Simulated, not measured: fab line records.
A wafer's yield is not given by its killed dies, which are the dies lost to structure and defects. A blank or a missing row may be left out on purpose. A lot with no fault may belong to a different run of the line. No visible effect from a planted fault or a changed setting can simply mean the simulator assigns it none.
A lot that was struck, set against a sound lot | flow n5-finfet | 16 steps out of a route of 1938
Sound: the wafers L262.3, L262.4, L262.5. The struck wafers were L264.1, L264.2, L264.6. The cause is named last.
Order at every step that has rows: each side's tool, ch and its chambers, its first start. Under that, the readings that differ: sound wafers | struck wafers | difference of the means | sigmas: that difference in standard deviations of wafers without a fault.
alike: a reading whose means differ by less than 2 such deviations, as well as words and numbers matching on both sides. not compared: withheld readings; readings where some wafer has no value; bounds like >300 that might hide an equal value; numbers whose values overlap and for which the record gives no deviation.
Wherever a step has rows on one side only, a row that says differs or no value, or a row with sigmas, the two part there. When numbers do not overlap yet have no deviation, they are printed without sigmas and do not part them. A reading missing from all wafers of one side parts the sides only when that side holds two or more wafers.

first, 8 steps without rows for these wafers: N5_BEOL_M2_COAT_68 (time 60 s, resist thk 12 nm); N5_BEOL_M2_COAT_76 (time 60 s, resist thk 5 nm); N5_BEOL_M2_COAT_22 (resist thk 30 nm); N5_BEOL_M2_EBR_24; N5_BEOL_M2_SOFTBAKE_23 (time 60 s); N5_BEOL_M2_EXPOSE_25 (exposes mask V1, defocus 5 nm); N5_BEOL_M2_PEB_26 (peb time 60 s); N5_BEOL_M2_DEVELOP_27 (develop time 30 s).
N5_BEOL_M2_CD_MEAS_28: target cd 26.2 nm, target cd y 24.1 nm.
  sound on cd-sem-01 ch 0, day 7 13:38; struck on cd-sem-02 ch 0, day 8 06:38
  alike: cd-nm
N5_BEOL_M2_OVL_MEAS_29:
  sound on overlay-01 ch 0, day 7 13:40; struck on overlay-01 ch 0, day 8 06:40
  reading     | sound          | struck      | difference | sigmas
  V1_OVL (nm) | -0.9 -0.9 -1.5 | 0.0 0.0 0.6 | +1.3       | +2
N5_BEOL_M2_INSPECT_30: inspects for defects (brightfield).
  sound: defect-inspect-01 at day 7 13:43; struck: defect-inspect-01 at day 8 06:43
  reading          | sound       | struck      | difference | sigmas
  raw-defect-count | 432 392 350 | 524 596 696 | +214       | +2
N5_BEOL_M2_DESCUM_33: chemistry O2, time 7 s.
  sound on rie-diel-05 ch 1,2, day 7 13:51; struck on rie-diel-05 ch 1,2, day 8 06:45
  alike: drypump-motor-current-A, oes-product-au, rf-vpp-V, showerhead-plenum-p-Torr, throttle-valve-pct
  not compared: rf-hours-counter-h
N5_BEOL_M2_ETCH_77: etches underlayer in N2/H2, target depth 6.5 nm, time 5.2 s.
  sound on rie-diel-05 ch 1,2, day 7 13:53; struck on rie-diel-05 ch 1,2, day 8 06:47
  reading               | sound          | struck         | difference | sigmas
  etch-rf-on-time-s (s) | 5.07 5.08 5.22 | 7.01 6.81 6.79 | +1.75      | +13
  alike: bias-w, drypump-motor-current-A, oes-product-au, rf-vpp-V, showerhead-plenum-p-Torr, throttle-valve-pct
  not compared: rf-hours-counter-h
N5_BEOL_M2_ETCH_69: etches SiARC in CF4, target depth 15.6 nm, time 26 s.
  sound on rie-diel-05 ch 1,2, day 7 13:54; struck on rie-diel-05 ch 1,2, day 8 06:48
  alike: bias-w, drypump-motor-current-A, etch-rf-on-time-s, oes-product-au, rf-vpp-V, showerhead-plenum-p-Torr, throttle-valve-pct
  not compared: rf-hours-counter-h
N5_BEOL_M4_RC_MEAS_101:
  sound on prober-01 ch 0, day 9 07:44; struck on prober-02 ch 0, day 9 09:39
  alike: DIBL_N, DIBL_P, IOFF_N, IOFF_P, ION_N, ION_P, SS_N, SS_P, VT_N, VT_P
-- the record jumps here: 5 days lie between the struck wafers' starts before and after (it left off in module BEOL_M4 and takes up again in module PASSIVATION, whose first step shown is number 1936 of the route) --
N5_PASSIVATION_PROBE_49:
  sound: prober-02 at day 14 04:52; struck: prober-02 at day 14 08:26
  alike: defect-limited-yield, killed_at_M0_to_M3, killed_at_M4_up, killed-at-contacts, killed-at-front-end, killed-at-other, killed-dies, killed-on-rim, killed-open, killed-short, sort_bin_5_function, sort_bin_6_memory, sort-n-pass, sort-yield-pct

== WHERE THEY PART ==
At N5_BEOL_M2_OVL_MEAS_29 first; at N5_BEOL_M2_ETCH_77 last (within this record only). Later steps at which nothing parts them and some readings are alike: N5_BEOL_M2_ETCH_69, N5_BEOL_M4_RC_MEAS_101, N5_PASSIVATION_PROBE_49.

WHY: the cause the simulator had injected
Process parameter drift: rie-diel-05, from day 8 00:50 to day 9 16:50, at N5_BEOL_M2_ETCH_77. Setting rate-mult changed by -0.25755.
